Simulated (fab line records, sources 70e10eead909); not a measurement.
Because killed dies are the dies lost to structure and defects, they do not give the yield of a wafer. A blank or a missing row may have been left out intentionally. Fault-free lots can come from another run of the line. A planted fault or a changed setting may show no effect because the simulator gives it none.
Which tool was responsible? ; flow nand harc ; Sampling: 23 lots, 69 wafers, 6 of 1302 route steps

WHAT THE GAUGES SHOWED, per wafer
The record lacks any reading of a measuring or inspecting step that a usual standard deviation could be used to judge.

WHICH TOOL RAN EACH LOT (tool, then ch and the chambers of the sampled wafers, then the start)
lot;NHARC_P_ZERO_WELL_ETCH_62;NHARC_P_GATE_RTA_82;NHARC_P_CONTACT_DESCUM_17;NHARC_P_M2_ETCH_35;NHARC_P_M2_ETCH_28;NHARC_P_M2_PRE_CLEAN_30
L074;rie diel-11 ch 0,2,3, day 6 01:49 or earlier;rtp anneal-01 ch 0, day 6 01:49;rie diel-10 ch 0,1,3, day 6 03:50;rie diel-01 ch 2,3, day 6 16:41;rie diel-02 ch 0,1, no start;pvd sputter-03, no start
L076;rie diel-11 ch 0,1, day 6 12:42 or earlier;rtp anneal-01 ch 0, day 6 12:42;rie diel-05 ch 0,2, day 6 14:34;rie diel-01 ch 0,2, day 7 03:20;rie diel-01 ch 0,2,3, no start;pvd sputter-01, no start
L077;rie diel-03 ch 2,3, day 7 05:34 or earlier;rtp anneal-02 ch 0, day 7 05:34;rie diel-05 ch 1,3, day 7 07:46;rie diel-09 ch 2,3, day 7 20:11;rie diel-02 ch 0,3, no start;pvd sputter-02, no start
L078;rie diel-03 ch 1,2,3, day 7 13:48 or earlier;rtp anneal-01 ch 0, day 7 13:48;rie diel-08 ch 0,1, day 7 15:40;rie diel-02 ch 1,2, day 8 04:36;rie diel-01 ch 0,1, no start;pvd sputter-01, no start
L079;rie diel-13 ch 0,2, day 7 18:36 or earlier;rtp anneal-01 ch 0, day 7 18:36;rie diel-05 ch 0,1,3, day 7 20:56;rie diel-01 ch 2,3, day 8 09:11;rie diel-01 ch 0,2,3, no start;pvd sputter-02, no start
L080;rie diel-13 ch 1,2,3, day 8 10:47 or earlier;rtp anneal-02 ch 0, day 8 10:47;rie diel-10 ch 0,1,2, day 8 12:45;rie diel-09 ch 0,1, day 9 01:08;rie diel-01 ch 2,3, no start;pvd sputter-03, no start
L081;rie diel-13 ch 0,1,2, day 8 11:37 or earlier;rtp anneal-02 ch 0, day 8 11:37;rie diel-05 ch 0,2,3, day 8 13:37;rie diel-02 ch 0,2,3, day 9 02:31;rie diel-01 ch 0,1, no start;pvd sputter-01, no start
L082;rie diel-11 ch 0,1,3, day 8 22:21 or earlier;rtp anneal-01 ch 0, day 8 22:21;rie diel-05 ch 1,2, day 9 00:21;rie diel-02 ch 0,2,3, day 9 12:56;rie diel-09 ch 0,1, no start;pvd sputter-03, no start
L083;rie diel-13 ch 0,1,2, day 9 12:11 or earlier;rtp anneal-01 ch 0, day 9 12:11;rie diel-10 ch 1,2, day 9 14:14;rie diel-01 ch 0,2,3, day 10 02:48;rie diel-01 ch 1,2,3, no start;pvd sputter-03, no start
L084;rie diel-13 ch 0,2,3, day 10 01:59 or earlier;rtp anneal-02 ch 0, day 10 01:59;rie diel-08 ch 0,2,3, day 10 03:56;rie diel-02 ch 1,2, day 10 16:42;rie diel-02 ch 0,1,2, day 10 17:16;pvd sputter-02, no start
L085;rie diel-03 ch 1,2,3, day 10 04:52 or earlier;rtp anneal-02 ch 0, day 10 04:52;rie diel-08 ch 1,2, day 10 06:48;rie diel-02 ch 0,1,3, day 10 19:26;rie diel-02 ch 0,1,3, no start;pvd sputter-01, no start
L086;rie diel-13 ch 0,3, day 10 22:49 or earlier;rtp anneal-02 ch 0, day 10 22:49;rie diel-05 ch 1,2,3, day 11 00:49;rie diel-01 ch 0,3, day 11 13:29;rie diel-01 ch 0,2, no start;pvd sputter-02, no start
L087;rie diel-11 ch 1,2,3, day 11 21:48 or earlier;rtp anneal-02 ch 0, day 11 21:48;rie diel-10 ch 0,3, day 11 23:48;rie diel-09 ch 1,2,3, day 12 12:18;rie diel-01 ch 0,1,3, no start;pvd sputter-01, no start
L088;rie diel-13 ch 0,1,2, day 11 21:07 or earlier;rtp anneal-01 ch 0, day 11 21:07;rie diel-08 ch 0,2,3, day 11 23:03;rie diel-01 ch 0,1,2, day 12 11:29;rie diel-01 ch 0,2,3, no start;pvd sputter-03, no start
L089;rie diel-03 ch 0,1,2, day 11 22:40 or earlier;rtp anneal-02 ch 0, day 11 22:40;rie diel-10 ch 1,2,3, day 12 00:40;rie diel-09 ch 0,2,3, day 12 13:10;rie diel-01 ch 0,1,2, no start;pvd sputter-02, no start
L090;rie diel-11 ch 0,2,3, day 12 12:20 or earlier;rtp anneal-02 ch 0, day 12 12:20;rie diel-10 ch 2,3, day 12 14:32;rie diel-01 ch 0,1, day 13 02:56;rie diel-02 ch 0,2,3, no start;pvd sputter-01, no start
L091;rie diel-11 ch 0,2,3, day 12 22:15 or earlier;rtp anneal-02 ch 0, day 12 22:15;rie diel-10 ch 0,1,3, day 13 00:13;rie diel-01 ch 0,1,3, day 13 12:36;rie diel-09 ch 0,2,3, no start;pvd sputter-03, no start
L092;rie diel-13 ch 0,1,3, day 13 08:52 or earlier;rtp anneal-02 ch 0, day 13 08:52;rie diel-05 ch 1,2,3, day 13 10:53;rie diel-02 ch 0,1,2, day 13 23:21;rie diel-01 ch 0,3, no start;pvd sputter-02, no start
L093;rie diel-13 ch 1,3, day 13 13:08 or earlier;rtp anneal-02 ch 0, day 13 13:08;rie diel-10 ch 1,2,3, day 13 14:59;rie diel-01 ch 0,1, day 14 03:35;rie diel-01 ch 0,2, no start;pvd sputter-03, no start
L094;rie diel-11 ch 2,3, day 14 03:27 or earlier;rtp anneal-02 ch 0, day 14 03:27;rie diel-10 ch 1,2,3, day 14 05:29;rie diel-01 ch 0,2,3, day 14 18:06;rie diel-02 ch 1,2,3, no start;pvd sputter-02, no start
L095;rie diel-13 ch 1,2,3, day 14 13:43 or earlier;rtp anneal-02 ch 0, day 14 13:43;rie diel-10 ch 2,3, day 14 15:42;rie diel-02 ch 0,3, day 15 04:44;rie diel-01 ch 2,3, no start;pvd sputter-03, no start
L096;rie diel-11 ch 1,2,3, day 14 17:50 or earlier;rtp anneal-01 ch 0, day 14 17:50;rie diel-10 ch 0,1,3, day 14 19:50;rie diel-02 ch 0,2,3, day 15 09:15;rie diel-09 ch 0,1,3, no start;pvd sputter-02, no start
L097;rie diel-11 ch 0,1,2, day 15 10:23 or earlier;rtp anneal-02 ch 0, day 15 10:23;rie diel-10 ch 0,3, day 15 12:22;rie diel-01 ch 0,1,2, day 16 01:25;rie diel-02 ch 2,3, no start;pvd sputter-02, no start
- NHARC_P_ZERO_WELL_ETCH_62: etches the open film in CHF3/Ar, target depth 13 nm, time 6.5 s.
- NHARC_P_GATE_RTA_82: time 30 s.
- NHARC_P_CONTACT_DESCUM_17: chemistry O2, time 3 s.
- NHARC_P_M2_ETCH_35: etches the open film in N2/H2, target depth 40 nm, overetch 12 nm, time 43.94 s.
- NHARC_P_M2_ETCH_28: etches the open film in CF4/N2, target depth 30 nm, time 72.99 s.
- NHARC_P_M2_PRE_CLEAN_30: time 30 s.

WHAT THE TOOLS THEMSELVES READ (means of the sampled wafers that have a number; where no wafer has one, the mark that the record gives instead)
NHARC_P_ZERO_WELL_ETCH_62. Usual: drypump motor current A 5.7 A, standard deviation 0.58; oes product au 0.960 a.u., standard deviation 0.017; rf vpp V 369.7 V, standard deviation 2.1; showerhead plenum p Torr 2.30 Torr, standard deviation 0.093; throttle valve pct 20.217 %, standard deviation 0.0093.
lot;tool;drypump motor current A (A);oes product au (a.u.);rf vpp V (V);showerhead plenum p Torr (Torr);throttle valve pct (%);flag
L074;rie diel-11;5.8;0.972;368.0;2.22;20.210;
L076;rie diel-11;6.2;0.962;369.1;2.30;20.216;
L077;rie diel-03;5.8;0.967;371.4;2.41;20.222;
L078;rie diel-03;5.4;0.938;371.1;2.35;20.216;
L079;rie diel-13;5.9;0.929;369.8;2.31;20.216;
L080;rie diel-13;5.2;0.943;369.7;2.27;20.221;
L081;rie diel-13;5.6;0.966;369.9;2.32;20.219;
L082;rie diel-11;6.2;0.976;370.8;2.36;20.217;
L083;rie diel-13;5.7;0.972;370.2;2.31;20.219;
L084;rie diel-13;5.8;0.942;368.8;2.27;20.219;
L085;rie diel-03;5.4;0.964;370.3;2.34;20.217;
L086;rie diel-13;6.1;0.964;368.6;2.28;20.219;
L087;rie diel-11;5.9;0.973;368.3;2.28;20.219;
L088;rie diel-13;5.6;0.965;369.7;2.31;20.219;
L089;rie diel-03;5.3;0.970;370.1;2.29;20.217;
L090;rie diel-11;5.8;0.971;369.8;2.33;20.222;
L091;rie diel-11;5.8;0.964;370.3;2.33;20.220;
L092;rie diel-13;5.5;0.923;369.1;2.27;20.223;
L093;rie diel-13;5.0;0.968;369.1;2.27;20.210;
L094;rie diel-11;5.9;0.952;368.1;2.21;20.213;
L095;rie diel-13;5.2;0.965;368.7;2.25;20.222;
L096;rie diel-11;5.9;0.977;368.9;2.26;20.216;
L097;rie diel-11;5.9;0.952;371.7;2.38;20.207;

NHARC_P_GATE_RTA_82. Usual: lamp power pct 3.88 %, standard deviation 0.24; wafer_temp_C_max 451.9, standard deviation 0.49.
lot;tool;lamp power pct (%);wafer_temp_C_max;flag
L074;rtp anneal-01;4.22;451.4;
L076;rtp anneal-01;4.22;451.5;
L077;rtp anneal-02;3.71;452.0;
L078;rtp anneal-01;4.22;451.4;
L079;rtp anneal-01;4.22;451.6;
L080;rtp anneal-02;3.71;452.0;
L081;rtp anneal-02;3.71;452.5;
L082;rtp anneal-01;4.22;451.1;
L083;rtp anneal-01;4.22;451.4;
L084;rtp anneal-02;3.71;451.8;
L085;rtp anneal-02;3.71;452.4;
L086;rtp anneal-02;3.70;451.9;
L087;rtp anneal-02;3.71;451.9;
L088;rtp anneal-01;4.22;451.5;
L089;rtp anneal-02;3.71;451.8;
L090;rtp anneal-02;3.71;452.4;
L091;rtp anneal-02;3.71;451.9;
L092;rtp anneal-02;3.71;452.5;
L093;rtp anneal-02;3.71;452.3;
L094;rtp anneal-02;3.71;452.0;
L095;rtp anneal-02;3.71;451.8;
L096;rtp anneal-01;4.22;451.4;
L097;rtp anneal-02;3.70;451.8;

NHARC_P_CONTACT_DESCUM_17. Usual: drypump motor current A 5.87 A, standard deviation 0.29; oes product au 0.997 a.u., standard deviation 0.012; rf vpp V 57.8 V, standard deviation 0.97; showerhead plenum p Torr 1.92 Torr, standard deviation 0.084; throttle valve pct 11.312 %, standard deviation 0.0094.
lot;tool;drypump motor current A (A);oes product au (a.u.);rf vpp V (V);showerhead plenum p Torr (Torr);throttle valve pct (%);flag
L074;rie diel-10;5.90;0.998;58.5;1.98;11.306;
L076;rie diel-05;5.93;0.990;58.8;1.90;11.308;
L077;rie diel-05;5.84;0.994;57.5;1.86;11.310;
L078;rie diel-08;6.20;1.000;57.3;1.92;11.309;
L079;rie diel-05;5.65;0.994;57.5;1.84;11.313;
L080;rie diel-10;5.83;0.988;59.2;1.97;11.308;
L081;rie diel-05;5.84;0.990;56.4;1.86;11.312;
L082;rie diel-05;5.81;0.990;57.7;1.92;11.318;
L083;rie diel-10;5.84;0.998;58.2;1.99;11.308;
L084;rie diel-08;5.87;0.993;58.5;1.95;11.313;
L085;rie diel-08;5.74;0.982;57.6;1.88;11.305;
L086;rie diel-05;5.94;1.008;57.6;1.90;11.317;
L087;rie diel-10;5.94;0.996;57.0;1.91;11.327;
L088;rie diel-08;5.85;0.996;57.4;1.95;11.306;
L089;rie diel-10;5.91;1.006;57.7;1.93;11.313;
L090;rie diel-10;6.01;1.013;58.4;1.86;11.318;
L091;rie diel-10;5.88;0.996;58.2;1.98;11.303;
L092;rie diel-05;5.94;1.010;56.7;1.89;11.307;
L093;rie diel-10;5.90;1.005;57.6;1.92;11.309;
L094;rie diel-10;5.92;1.011;57.5;1.93;11.311;
L095;rie diel-10;5.97;1.013;58.1;1.85;11.323;
L096;rie diel-10;5.87;0.989;58.6;1.98;11.307;
L097;rie diel-10;5.86;0.988;58.7;1.95;11.318;

NHARC_P_M2_ETCH_35. Usual: drypump motor current A 5.8 A, standard deviation 0.47; oes product au 0.998 a.u., standard deviation 0.0084; rf vpp V 430.1 V, standard deviation 2.5; showerhead plenum p Torr 2.03 Torr, standard deviation 0.082; throttle valve pct 14.171 %, standard deviation 0.01.
lot;tool;drypump motor current A (A);oes product au (a.u.);rf vpp V (V);showerhead plenum p Torr (Torr);throttle valve pct (%);flag
L074;rie diel-01;5.7;0.995;430.7;2.06;14.167;
L076;rie diel-01;5.5;0.999;428.3;1.96;14.175;
L077;rie diel-09;6.0;1.014;431.0;2.09;14.168;
L078;rie diel-02;5.6;0.998;429.5;2.00;14.171;
L079;rie diel-01;6.1;1.003;431.6;2.10;14.169;
L080;rie diel-09;5.1;0.985;433.0;2.11;14.160;
L081;rie diel-02;5.5;0.994;428.8;1.97;14.170;
L082;rie diel-02;5.5;1.012;428.7;1.97;14.164;
L083;rie diel-01;5.8;1.001;429.2;2.03;14.179;
L084;rie diel-02;5.6;0.999;429.2;2.00;14.161;
L085;rie diel-02;5.6;0.998;428.9;1.98;14.179;
L086;rie diel-01;6.1;0.994;430.9;2.06;14.175;
L087;rie diel-09;5.7;1.004;433.1;2.13;14.167;
L088;rie diel-01;5.8;0.997;429.7;2.02;14.167;
L089;rie diel-09;5.7;0.994;430.5;2.05;14.169;
L090;rie diel-01;5.8;1.000;428.5;1.99;14.162;
L091;rie diel-01;6.1;0.997;430.5;2.05;14.172;
L092;rie diel-02;5.5;0.997;428.5;1.97;14.178;
L093;rie diel-01;6.2;0.997;431.0;2.04;14.175;
L094;rie diel-01;5.8;0.999;430.5;2.03;14.170;
L095;rie diel-02;5.6;0.995;427.8;1.94;14.160;
L096;rie diel-02;5.5;0.995;428.2;1.97;14.186;
L097;rie diel-01;5.8;0.995;430.1;2.01;14.175;

NHARC_P_M2_ETCH_28. Usual: drypump motor current A 5.8 A, standard deviation 0.46; oes product au 0.999 a.u., standard deviation 0.0082; rf vpp V 313.9 V, standard deviation 1.8; showerhead plenum p Torr 2.61 Torr, standard deviation 0.093; throttle valve pct 19.794 %, standard deviation 0.0097.
lot;tool;drypump motor current A (A);oes product au (a.u.);rf vpp V (V);showerhead plenum p Torr (Torr);throttle valve pct (%);flag
L074;rie diel-02;5.6;0.992;313.2;2.55;19.795;
L076;rie diel-01;5.8;1.005;313.5;2.61;19.787;
L077;rie diel-02;5.6;1.003;313.1;2.56;19.783;
L078;rie diel-01;6.2;0.994;314.4;2.62;19.796;
L079;rie diel-01;5.8;1.002;313.7;2.61;19.796;
L080;rie diel-01;5.7;0.997;314.1;2.65;19.797;
L081;rie diel-01;6.2;0.990;313.5;2.62;19.788;
L082;rie diel-09;5.1;0.993;313.9;2.62;19.791;
L083;rie diel-01;6.1;0.998;316.1;2.68;19.809;
L084;rie diel-02;5.5;0.994;312.4;2.54;19.794;
L085;rie diel-02;5.6;0.997;313.2;2.55;19.794;
L086;rie diel-01;5.4;1.001;313.2;2.57;19.794;
L087;rie diel-01;6.2;0.994;314.9;2.64;19.795;
L088;rie diel-01;5.8;0.995;313.4;2.61;19.800;
L089;rie diel-01;5.8;1.000;313.2;2.60;19.788;
L090;rie diel-02;5.6;1.002;313.3;2.54;19.792;
L091;rie diel-09;5.7;1.008;314.4;2.64;19.802;
L092;rie diel-01;5.8;1.002;313.2;2.57;19.793;
L093;rie diel-01;5.4;0.996;313.0;2.57;19.796;
L094;rie diel-02;5.6;0.992;312.9;2.58;19.796;
L095;rie diel-01;6.0;0.999;315.5;2.69;19.784;
L096;rie diel-09;5.3;1.003;315.7;2.66;19.797;
L097;rie diel-02;5.5;0.995;313.3;2.57;19.801;

NHARC_P_M2_PRE_CLEAN_30. Usual: heater power w at 413 W, with a standard deviation of 48.
lot;tool;heater power w (W);flag
L074;pvd sputter-03;400;
L076;pvd sputter-01;482;
L077;pvd sputter-02;418;
L078;pvd sputter-01;464;
L079;pvd sputter-02;384;
L080;pvd sputter-03;378;
L081;pvd sputter-01;491;
L082;pvd sputter-03;399;
L083;pvd sputter-03;375;
L084;pvd sputter-02;408;
L085;pvd sputter-01;483;
L086;pvd sputter-02;410;
L087;pvd sputter-01;489;
L088;pvd sputter-03;403;
L089;pvd sputter-02;389;
L090;pvd sputter-01;469;
L091;pvd sputter-03;394;
L092;pvd sputter-02;393;
L093;pvd sputter-03;372;
L094;pvd sputter-02;414;
L095;pvd sputter-03;377;
L096;pvd sputter-02;407;
L097;pvd sputter-02;386;

THE ANSWER, worked out from the rows above alone
Rule: a lot is off if the mean of its wafers that have a number lies more than 3 standard deviations from the usual mean. Also off: a lot with no number at a reading for which 4 or more lots have one. All remaining lots with rows at the step are treated as sound. First the gauges in route order, then the tools' own readings, where a lot's mean is used as printed above. The first step at which some lot is off is used, and at that step the reading that is off furthest; a lot without a number counts as furthest.
None of the lots is off at any reading shown; this tells nothing.

WHAT THE SIMULATOR PUT IN
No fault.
